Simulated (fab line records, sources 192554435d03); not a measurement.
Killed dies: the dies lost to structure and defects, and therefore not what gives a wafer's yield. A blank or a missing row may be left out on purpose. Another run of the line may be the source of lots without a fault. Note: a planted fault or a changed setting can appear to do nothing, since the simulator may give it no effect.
Which tool is to blame? | flow n5_finfet | 24 lots, 72 wafers sampled, at 6 steps of a route of 1938

## WHAT EACH GAUGE READ, for each wafer
No reading from a measuring or inspecting step in the record can be judged against a usual standard deviation.

## TOOL THAT RAN EACH LOT (tool first, then ch and the chambers of the sampled wafers, then the start)
lot  | N5_BEOL_M3_STRIP_66                | N5_BEOL_M3_ETCH_77                 | N5_BEOL_M3_ANNEAL_80         | N5_BEOL_M3_ANNEAL_82         | N5_BEOL_M3_ANNEAL_95         | N5_BEOL_M3_CMP_52
L074 | rie_diel-01 ch 0,2,3, day 6 22:35  | rie_diel-05 ch 1,2, day 6 23:34    | pvd_sputter-01, day 7 07:29  | pvd_sputter-01, day 7 07:43  | pvd_sputter-01, day 7 08:49  | cmp-02 ch 0,1, day 7 09:47
L075 | rie_diel-03 ch 0,1,2, day 7 14:22  | rie_diel-01 ch 0,1,3, day 7 15:23  | pvd_sputter-01, day 8 00:28  | pvd_sputter-01, day 8 00:41  | pvd_sputter-01, day 8 01:47  | cmp-01 ch 1,2,3, day 8 02:41
L077 | rie_diel-01 ch 0,1, day 7 22:40    | rie_diel-05 ch 0,1,2, day 8 02:41  | pvd_sputter-01, day 8 09:05  | pvd_sputter-01, day 8 09:19  | pvd_sputter-01, day 8 10:25  | cmp-04 ch 0,1,3, day 8 11:05
L076 | rie_diel-03 ch 0,2,3, day 8 02:12  | rie_diel-01 ch 0,1,2, day 8 03:02  | pvd_sputter-02, day 8 09:34  | pvd_sputter-02, day 8 09:47  | pvd_sputter-02, day 8 10:53  | cmp-04 ch 0,3, day 8 11:50
L078 | rie_diel-05 ch 0,2, day 8 03:14    | rie_diel-05 ch 0,1,2, day 8 03:59  | pvd_sputter-01, day 8 11:29  | pvd_sputter-01, day 8 11:43  | pvd_sputter-01, day 8 12:49  | cmp-01 ch 0,2,3, day 8 13:34
L079 | rie_diel-05 ch 2,3, day 8 07:43    | rie_diel-01 ch 0,1,3, day 8 08:32  | pvd_sputter-02, day 8 11:58  | pvd_sputter-02, day 8 12:11  | pvd_sputter-02, day 8 13:17  | cmp-04 ch 0,1,2, day 8 14:34
L081 | rie_diel-03 ch 1,2,3, day 8 11:56  | rie_diel-01 ch 1,3, day 8 12:38    | pvd_sputter-01, day 8 15:22  | pvd_sputter-01, day 8 15:35  | pvd_sputter-01, day 8 16:41  | cmp-02 ch 0,2,3, day 8 17:23
L080 | rie_diel-05 ch 0,2, day 8 18:58    | rie_diel-03 ch 0,1,3, day 8 19:40  | pvd_sputter-01, day 8 21:41  | pvd_sputter-01, day 8 21:55  | pvd_sputter-01, day 8 23:01  | cmp-02 ch 0,2,3, day 8 23:43
L082 | rie_diel-05 ch 0,1, day 9 03:29    | rie_diel-03 ch 0,2, day 9 04:23    | pvd_sputter-01, day 9 10:48  | pvd_sputter-01, day 9 11:01  | pvd_sputter-01, day 9 12:07  | cmp-02 ch 2,3, day 9 12:46
L083 | rie_diel-01 ch 0,2,3, day 9 09:28  | rie_diel-01 ch 0,2,3, day 9 10:13  | pvd_sputter-02, day 9 15:26  | pvd_sputter-02, day 9 15:39  | pvd_sputter-02, day 9 16:45  | cmp-01 ch 0,2,3, day 9 17:25
L084 | rie_diel-01 ch 0,1, day 9 15:59    | rie_diel-03 ch 0,2,3, day 9 17:08  | pvd_sputter-03, day 10 02:02 | pvd_sputter-03, day 10 02:16 | pvd_sputter-03, day 10 03:22 | cmp-01 ch 0,1,3, day 10 04:02
L085 | rie_diel-05 ch 0,1,2, day 10 01:01 | rie_diel-01 ch 0,2,3, day 10 01:50 | pvd_sputter-01, day 10 05:31 | pvd_sputter-01, day 10 05:44 | pvd_sputter-01, day 10 06:50 | cmp-01 ch 0,1,3, day 10 07:30
L086 | rie_diel-01 ch 2,3, day 10 02:37   | rie_diel-03 ch 1,2, day 10 03:33   | pvd_sputter-03, day 10 07:44 | pvd_sputter-03, day 10 07:58 | pvd_sputter-03, day 10 09:04 | cmp-01 ch 2,3, day 10 09:46
L088 | rie_diel-01 ch 0,1,3, day 10 10:10 | rie_diel-01 ch 2,3, day 10 11:00   | pvd_sputter-01, day 10 16:02 | pvd_sputter-01, day 10 16:16 | pvd_sputter-01, day 10 17:22 | cmp-02 ch 1,2, day 10 18:16
L087 | rie_diel-05 ch 0,1, day 10 17:12   | rie_diel-05 ch 1,2,3, day 10 18:13 | pvd_sputter-03, day 11 01:02 | pvd_sputter-03, day 11 01:15 | pvd_sputter-03, day 11 02:21 | cmp-01 ch 1,2,3, day 11 03:22
L089 | rie_diel-03 ch 0,3, day 10 18:50   | rie_diel-05 ch 0,1, day 10 19:43   | pvd_sputter-02, day 11 10:09 | pvd_sputter-02, day 11 10:22 | pvd_sputter-02, day 11 11:28 | cmp-02 ch 0,2,3, day 11 12:06
L090 | rie_diel-05 ch 0,1, day 10 23:41   | rie_diel-01 ch 0,2,3, day 11 00:24 | pvd_sputter-01, day 11 16:28 | pvd_sputter-01, day 11 16:41 | pvd_sputter-01, day 11 17:47 | cmp-04 ch 1,2, day 11 20:30
L091 | rie_diel-05 ch 2,3, day 11 08:16   | rie_diel-05 ch 0,1,2, day 11 08:58 | pvd_sputter-03, day 11 17:59 | pvd_sputter-03, day 11 18:13 | pvd_sputter-03, day 11 19:19 | cmp-04 ch 0,3, day 11 21:14
L092 | rie_diel-05 ch 0,2,3, day 11 21:20 | rie_diel-03 ch 1,2,3, day 11 22:10 | pvd_sputter-02, day 11 23:50 | pvd_sputter-02, day 12 00:03 | pvd_sputter-02, day 12 01:09 | cmp-01 ch 0,1,3, day 12 01:47
L093 | rie_diel-01 ch 0,1,2, day 11 21:37 | rie_diel-05 ch 1,3, day 11 22:31   | pvd_sputter-01, day 12 00:16 | pvd_sputter-01, day 12 00:29 | pvd_sputter-01, day 12 01:35 | cmp-04 ch 0,2,3, day 12 02:18
L094 | rie_diel-03 ch 1,2,3, day 11 23:28 | rie_diel-05 ch 2,3, day 12 00:37   | pvd_sputter-03, day 12 09:38 | pvd_sputter-03, day 12 09:52 | pvd_sputter-03, day 12 10:58 | cmp-04 ch 0,1,3, day 12 11:38
L095 | rie_diel-05 ch 0,1,2, day 12 03:15 | rie_diel-01 ch 0,1,3, day 12 04:05 | pvd_sputter-02, day 12 14:50 | pvd_sputter-02, day 12 15:04 | pvd_sputter-02, day 12 16:10 | cmp-04 ch 1,2, day 12 16:50
L096 | rie_diel-05 ch 1,2, day 12 17:19   | rie_diel-03 ch 1,2,3, day 12 18:10 | pvd_sputter-03, day 13 01:38 | pvd_sputter-03, day 13 01:51 | pvd_sputter-03, day 13 02:57 | cmp-04 ch 2,3, day 13 03:35
L097 | rie_diel-01 ch 1,3, day 12 17:31   | rie_diel-03 ch 0,1,2, day 12 18:16 | pvd_sputter-02, day 13 03:19 | pvd_sputter-02, day 13 03:32 | pvd_sputter-02, day 13 04:38 | cmp-04 ch 0,1,2, day 13 05:35
- N5_BEOL_M3_STRIP_66: strips in CF4.
- N5_BEOL_M3_ETCH_77: etches underlayer in N2/H2, target depth 6.5 nm, time 5.2 s.
- N5_BEOL_M3_ANNEAL_80: time 240 s.
- N5_BEOL_M3_ANNEAL_82: time 240 s.
- N5_BEOL_M3_ANNEAL_95: time 240 s.
- N5_BEOL_M3_CMP_52: polishes, stops on SiOC, t overpolish 6.8 s, target thk 40 nm.

## AS READ BY THE TOOLS THEMSELVES (means over the sampled wafers that have a number; for cases with no such wafer, the mark the record gives instead)
N5_BEOL_M3_STRIP_66.
lot  | tool        | chamber_pressure_mTorr (mTorr) | drypump_motor_current_A (A) | oes_product_au (a.u.) | rf_vpp_V (V) | showerhead_plenum_p_Torr (Torr) | throttle_valve_pct (%)
L074 | rie_diel-01 | 50.04                          | 6.0                         | 0.80                  | 270.3        | 1.76                            | 13.48
L075 | rie_diel-03 | 50.05                          | 5.5                         | 0.76                  | 270.7        | 1.79                            | 13.77
L077 | rie_diel-01 | 50.00                          | 5.8                         | 0.70                  | 270.7        | 1.73                            | 13.71
L076 | rie_diel-03 | 50.02                          | 6.1                         | 0.77                  | 271.0        | 1.79                            | 13.59
L078 | rie_diel-05 | 50.00                          | 6.0                         | 0.84                  | 271.2        | 1.78                            | 13.23
L079 | rie_diel-05 | 50.02                          | 5.6                         | 0.88                  | 271.1        | 1.81                            | 13.15
L081 | rie_diel-03 | 49.97                          | 5.4                         | 0.83                  | 271.2        | 1.78                            | 13.53
L080 | rie_diel-05 | 49.96                          | 6.2                         | 0.80                  | 270.0        | 1.76                            | 13.46
L082 | rie_diel-05 | 50.02                          | 6.1                         | 0.78                  | 270.8        | 1.77                            | 13.53
L083 | rie_diel-01 | 49.98                          | 6.0                         | 0.78                  | 270.2        | 1.75                            | 13.51
L084 | rie_diel-01 | 50.01                          | 5.9                         | 0.72                  | 269.6        | 1.76                            | 13.70
L085 | rie_diel-05 | 49.94                          | 5.9                         | 0.80                  | 270.5        | 1.79                            | 13.34
L086 | rie_diel-01 | 49.98                          | 5.9                         | 0.81                  | 270.1        | 1.74                            | 13.40
L088 | rie_diel-01 | 50.03                          | 6.0                         | 0.71                  | 270.6        | 1.74                            | 13.68
L087 | rie_diel-05 | 49.98                          | 6.1                         | 0.77                  | 270.0        | 1.76                            | 13.56
L089 | rie_diel-03 | 49.98                          | 6.5                         | 0.93                  | 270.4        | 1.78                            | 13.30
L090 | rie_diel-05 | 49.99                          | 5.7                         | 0.78                  | 271.4        | 1.79                            | 13.43
L091 | rie_diel-05 | 50.02                          | 5.6                         | 0.86                  | 272.0        | 1.81                            | 13.20
L092 | rie_diel-05 | 49.97                          | 5.9                         | 0.82                  | 269.5        | 1.78                            | 13.43
L093 | rie_diel-01 | 49.97                          | 5.8                         | 0.84                  | 271.7        | 1.81                            | 13.44
L094 | rie_diel-03 | 50.02                          | 5.4                         | 0.80                  | 270.5        | 1.77                            | 13.59
L095 | rie_diel-05 | 50.04                          | 5.8                         | 0.79                  | 271.3        | 1.78                            | 13.38
L096 | rie_diel-05 | 49.98                          | 5.6                         | 0.81                  | 272.5        | 1.80                            | 13.18
L097 | rie_diel-01 | 49.98                          | 6.1                         | 0.80                  | 271.2        | 1.78                            | 13.49

N5_BEOL_M3_ETCH_77.
lot  | tool        | chamber_pressure_mTorr (mTorr) | drypump_motor_current_A (A) | etch_rf_on_time_s (s) | oes_product_au (a.u.) | rf_vpp_V (V) | showerhead_plenum_p_Torr (Torr) | throttle_valve_pct (%)
L074 | rie_diel-05 | 29.96                          | 5.7                         | 5.30                  | 0.74                  | 523.6        | 2.58                            | 17.46
L075 | rie_diel-01 | 30.00                          | 6.0                         | 5.27                  | 0.63                  | 521.6        | 2.46                            | 17.86
L077 | rie_diel-05 | 30.00                          | 5.8                         | 5.27                  | 0.70                  | 525.4        | 2.55                            | 17.68
L076 | rie_diel-01 | 29.99                          | 5.8                         | 5.19                  | 0.65                  | 521.9        | 2.46                            | 17.78
L078 | rie_diel-05 | 30.01                          | 5.9                         | 5.29                  | 0.71                  | 524.1        | 2.54                            | 17.66
L079 | rie_diel-01 | 30.00                          | 6.0                         | 5.43                  | 0.61                  | 522.6        | 2.46                            | 17.85
L081 | rie_diel-01 | 30.00                          | 5.9                         | 5.34                  | 0.59                  | 521.6        | 2.41                            | 17.89
L080 | rie_diel-03 | 30.00                          | 5.9                         | 5.01                  | 0.72                  | 522.8        | 2.50                            | 17.85
L082 | rie_diel-03 | 30.03                          | 5.7                         | 5.02                  | 0.62                  | 521.0        | 2.50                            | 18.04
L083 | rie_diel-01 | 30.01                          | 6.0                         | 5.32                  | 0.66                  | 522.0        | 2.48                            | 17.75
L084 | rie_diel-03 | 29.99                          | 6.1                         | 5.04                  | 0.66                  | 523.3        | 2.50                            | 17.87
L085 | rie_diel-01 | 30.03                          | 6.0                         | 5.25                  | 0.67                  | 521.6        | 2.48                            | 17.76
L086 | rie_diel-03 | 29.94                          | 5.0                         | 5.07                  | 0.66                  | 523.3        | 2.51                            | 18.07
L088 | rie_diel-01 | 30.02                          | 6.1                         | 5.28                  | 0.66                  | 521.2        | 2.45                            | 17.75
L087 | rie_diel-05 | 29.97                          | 5.5                         | 5.10                  | 0.74                  | 525.7        | 2.59                            | 17.64
L089 | rie_diel-05 | 29.97                          | 6.1                         | 5.19                  | 0.66                  | 522.8        | 2.50                            | 17.90
L090 | rie_diel-01 | 30.01                          | 6.0                         | 5.27                  | 0.66                  | 521.7        | 2.47                            | 17.78
L091 | rie_diel-05 | 30.00                          | 5.8                         | 5.21                  | 0.69                  | 522.5        | 2.53                            | 17.70
L092 | rie_diel-03 | 30.01                          | 5.4                         | 4.97                  | 0.71                  | 521.9        | 2.50                            | 17.94
L093 | rie_diel-05 | 30.02                          | 5.5                         | 4.98                  | 0.75                  | 525.1        | 2.60                            | 17.83
L094 | rie_diel-05 | 30.03                          | 5.6                         | 5.07                  | 0.74                  | 525.8        | 2.59                            | 17.68
L095 | rie_diel-01 | 30.02                          | 6.0                         | 5.25                  | 0.68                  | 524.3        | 2.55                            | 17.75
L096 | rie_diel-03 | 29.99                          | 5.4                         | 4.98                  | 0.69                  | 522.6        | 2.50                            | 17.97
L097 | rie_diel-03 | 30.01                          | 5.5                         | 5.11                  | 0.71                  | 521.5        | 2.49                            | 17.90

N5_BEOL_M3_ANNEAL_80.
lot  | tool           | heater_power_w (W)
L074 | pvd_sputter-01 | 852
L075 | pvd_sputter-01 | 890
L077 | pvd_sputter-01 | 856
L076 | pvd_sputter-02 | 742
L078 | pvd_sputter-01 | 873
L079 | pvd_sputter-02 | 739
L081 | pvd_sputter-01 | 874
L080 | pvd_sputter-01 | 850
L082 | pvd_sputter-01 | 861
L083 | pvd_sputter-02 | 782
L084 | pvd_sputter-03 | 762
L085 | pvd_sputter-01 | 858
L086 | pvd_sputter-03 | 850
L088 | pvd_sputter-01 | 858
L087 | pvd_sputter-03 | 765
L089 | pvd_sputter-02 | 745
L090 | pvd_sputter-01 | 869
L091 | pvd_sputter-03 | 830
L092 | pvd_sputter-02 | 783
L093 | pvd_sputter-01 | 893
L094 | pvd_sputter-03 | 799
L095 | pvd_sputter-02 | 705
L096 | pvd_sputter-03 | 865
L097 | pvd_sputter-02 | 739

N5_BEOL_M3_ANNEAL_82.
lot  | tool           | heater_power_w (W)
L074 | pvd_sputter-01 | 852
L075 | pvd_sputter-01 | 880
L077 | pvd_sputter-01 | 856
L076 | pvd_sputter-02 | 764
L078 | pvd_sputter-01 | 866
L079 | pvd_sputter-02 | 749
L081 | pvd_sputter-01 | 865
L080 | pvd_sputter-01 | 862
L082 | pvd_sputter-01 | 863
L083 | pvd_sputter-02 | 781
L084 | pvd_sputter-03 | 766
L085 | pvd_sputter-01 | 871
L086 | pvd_sputter-03 | 842
L088 | pvd_sputter-01 | 862
L087 | pvd_sputter-03 | 769
L089 | pvd_sputter-02 | 742
L090 | pvd_sputter-01 | 870
L091 | pvd_sputter-03 | 844
L092 | pvd_sputter-02 | 788
L093 | pvd_sputter-01 | 889
L094 | pvd_sputter-03 | 798
L095 | pvd_sputter-02 | 715
L096 | pvd_sputter-03 | 854
L097 | pvd_sputter-02 | 743

N5_BEOL_M3_ANNEAL_95.
lot  | tool           | heater_power_w (W)
L074 | pvd_sputter-01 | 858
L075 | pvd_sputter-01 | 873
L077 | pvd_sputter-01 | 852
L076 | pvd_sputter-02 | 759
L078 | pvd_sputter-01 | 870
L079 | pvd_sputter-02 | 741
L081 | pvd_sputter-01 | 879
L080 | pvd_sputter-01 | 866
L082 | pvd_sputter-01 | 868
L083 | pvd_sputter-02 | 791
L084 | pvd_sputter-03 | 765
L085 | pvd_sputter-01 | 866
L086 | pvd_sputter-03 | 834
L088 | pvd_sputter-01 | 866
L087 | pvd_sputter-03 | 769
L089 | pvd_sputter-02 | 737
L090 | pvd_sputter-01 | 864
L091 | pvd_sputter-03 | 829
L092 | pvd_sputter-02 | 798
L093 | pvd_sputter-01 | 869
L094 | pvd_sputter-03 | 803
L095 | pvd_sputter-02 | 711
L096 | pvd_sputter-03 | 864
L097 | pvd_sputter-02 | 740

N5_BEOL_M3_CMP_52.
lot  | tool   | barrier_field_endpoint_s (s) | motor_current_A (A) | overpolish_run_s (s) | pad_life_wafers | time_to_endpoint_s (s)
L074 | cmp-02 | 24.7                         | 6.3                 | 6.805                | 198             | 63.7
L075 | cmp-01 | 24.6                         | 5.9                 | 6.805                | 1027            | 63.8
L077 | cmp-04 | 24.1                         | 5.9                 | 6.807                | 1484            | 63.2
L076 | cmp-04 | 24.8                         | 5.7                 | 6.799                | 1489            | 63.7
L078 | cmp-01 | 24.3                         | 5.8                 | 6.800                | 1113            | 62.9
L079 | cmp-04 | 25.1                         | 6.1                 | 6.796                | 1508            | 63.0
L081 | cmp-02 | 24.9                         | 6.2                 | 6.789                | 494             | 65.6
L080 | cmp-02 | 24.7                         | 6.2                 | 6.796                | 536             | 64.1
L082 | cmp-02 | 24.1                         | 6.1                 | 6.797                | 648             | 60.0
L083 | cmp-01 | 24.8                         | 5.9                 | 6.802                | 1334            | 64.1
L084 | cmp-01 | 25.1                         | 6.2                 | 6.801                | 1454            | 63.7
L085 | cmp-01 | 24.3                         | 6.1                 | 6.795                | 1466            | 63.1
L086 | cmp-01 | 24.9                         | 5.5                 | 6.794                | 1494            | 64.7
L088 | cmp-02 | 25.2                         | 6.4                 | 6.795                | 949             | 64.7
L087 | cmp-01 | 25.0                         | 5.8                 | 6.802                | 1659            | 65.5
L089 | cmp-02 | 23.9                         | 6.2                 | 6.802                | 1100            | 62.4
L090 | cmp-04 | 25.1                         | 6.2                 | 6.794                | 1986            | 66.4
L091 | cmp-04 | 25.2                         | 5.8                 | 6.805                | 1994            | 65.3
L092 | cmp-01 | 24.3                         | 5.9                 | 6.791                | 1825            | 65.1
L093 | cmp-04 | 26.0                         | 6.1                 | 6.787                | 2036            | 70.6
L094 | cmp-04 | 24.8                         | 6.0                 | 6.798                | 2               | 60.8
L095 | cmp-04 | 24.4                         | 5.9                 | 6.797                | 37              | 63.9
L096 | cmp-04 | 24.8                         | 6.2                 | 6.794                | 126             | 62.1
L097 | cmp-04 | 25.5                         | 5.7                 | 6.807                | 152             | 62.4

## THE ANSWER, worked out from the rows above alone
Rule: what is usual is taken from the lots themselves. Put in order of their means at a reading, lots are off if they are a third of the lots or fewer, leave a main group of 4 or more, and stand apart from it by a gap of 3 or more times the standard deviation of the main group's means; of several such gaps the widest counts. If all means in a main group match to the digits the tables above print for the reading, that group is not used. Also off: a lot with no number at a reading for which 4 or more lots have one. All remaining lots with rows at the step are treated as sound. First the gauges in route order, then the tools' own readings, where a lot's mean is used as printed above. The first step at which some lot is off is used, and at that step the reading that is off furthest; a lot without a number counts as furthest.
Nothing can be told from this: no lot is off at any reading shown.

## WHAT WAS PUT IN BY THE SIMULATOR
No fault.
